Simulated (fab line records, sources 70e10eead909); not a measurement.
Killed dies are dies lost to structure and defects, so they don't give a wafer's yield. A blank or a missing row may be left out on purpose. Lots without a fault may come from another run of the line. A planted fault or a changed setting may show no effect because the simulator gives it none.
Chamber matching | flow nand_harc | NHARC_P_ZERO_WELL_DESCUM_13 on rie_diel-05: 4 sister chambers
The step chemistry O2, time 3 s. 16 wafers are shown with their chamber, then 8 later ones without.

WAFERS WITH THEIR CHAMBER
wafer  | chamber | oes_product_au (a.u.) | rf_vpp_V (V) | throttle_valve_pct (%)
L943.1 | 2       | 1.004                 | 57.9         | 11.328
L943.2 | 1       | 1.045                 | 57.7         | 11.324
L943.5 | 0       | 1.012                 | 58.8         | 11.310
L944.1 | 1       | 1.033                 | 58.6         | 11.294
L944.4 | 0       | 1.005                 | 56.8         | 11.308
L944.6 | 3       | 0.973                 | 58.7         | 11.294
L946.4 | 3       | 0.990                 | 58.6         | 11.316
L946.5 | 1       | 1.037                 | 58.9         | 11.324
L946.6 | 2       | 1.010                 | 57.8         | 11.306
L947.3 | 3       | 0.995                 | 59.6         | 11.313
L947.4 | 1       | 1.021                 | 56.5         | 11.309
L947.5 | 2       | 1.013                 | 55.8         | 11.306
L948.2 | 3       | 1.001                 | 57.0         | 11.312
L948.3 | 2       | 1.018                 | 58.2         | 11.301
L948.5 | 2       | 1.010                 | 56.7         | 11.311
L950.1 | 0       | 1.008                 | 56.9         | 11.314

SIGNATURES (means of the wafers above)
reading            | chamber 0 | chamber 1 | chamber 2 | chamber 3 | scatter within a chamber
oes_product_au     | 1.00833   | 1.03400   | 1.01100   | 0.98975   | 0.00848
rf_vpp_V           | 57.500    | 57.925    | 57.280    | 58.475    | 1.06
throttle_valve_pct | 11.31067  | 11.31275  | 11.31040  | 11.30875  | 0.0107
Rule: a wafer's distance from a chamber is the root of the sum, over the readings, of the square of ((its reading less the chamber's mean) divided by the reading's scatter). The wafer belongs to the nearest chamber; if the next one is less than 2 further off, it can't be placed. The scatter: the root of (the sum of the squares of (reading less its chamber's mean) over the shown wafers, divided by (wafers less chambers)).

WAFERS WITHOUT THEIR CHAMBER
wafer  | oes_product_au (a.u.) | rf_vpp_V (V) | throttle_valve_pct (%)
L950.2 | 1.008                 | 58.3         | 11.316
L950.3 | 1.013                 | 57.7         | 11.332
L959.1 | 1.015                 | 57.4         | 11.287
L959.3 | 0.984                 | 58.5         | 11.305
L959.5 | 0.992                 | 57.7         | 11.301
L964.3 | 0.993                 | 58.1         | 11.299
L964.4 | 0.997                 | 57.7         | 11.325
L964.6 | 1.031                 | 58.6         | 11.306

WHICH CHAMBER EACH WENT THROUGH
wafer  | from the rows above               | in truth
L950.2 | can't be placed: 0 or 2 or 3      | 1
L950.3 | can't be placed: 2 or 0 or 1 or 3 | 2
L959.1 | can't be placed: 2 or 0 or 1 or 3 | 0
L959.3 | 3                                 | 3
L959.5 | can't be placed: 3 or 0 or 2      | 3
L964.3 | can't be placed: 3 or 0 or 2      | 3
L964.4 | can't be placed: 3 or 0 or 2      | 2
L964.6 | can't be placed: 1 or 2 or 0      | 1
Placed correctly: 1 of 8. Can't be placed from these rows: 7 (the true chamber is among the candidates in 6). Placed wrongly: 0.
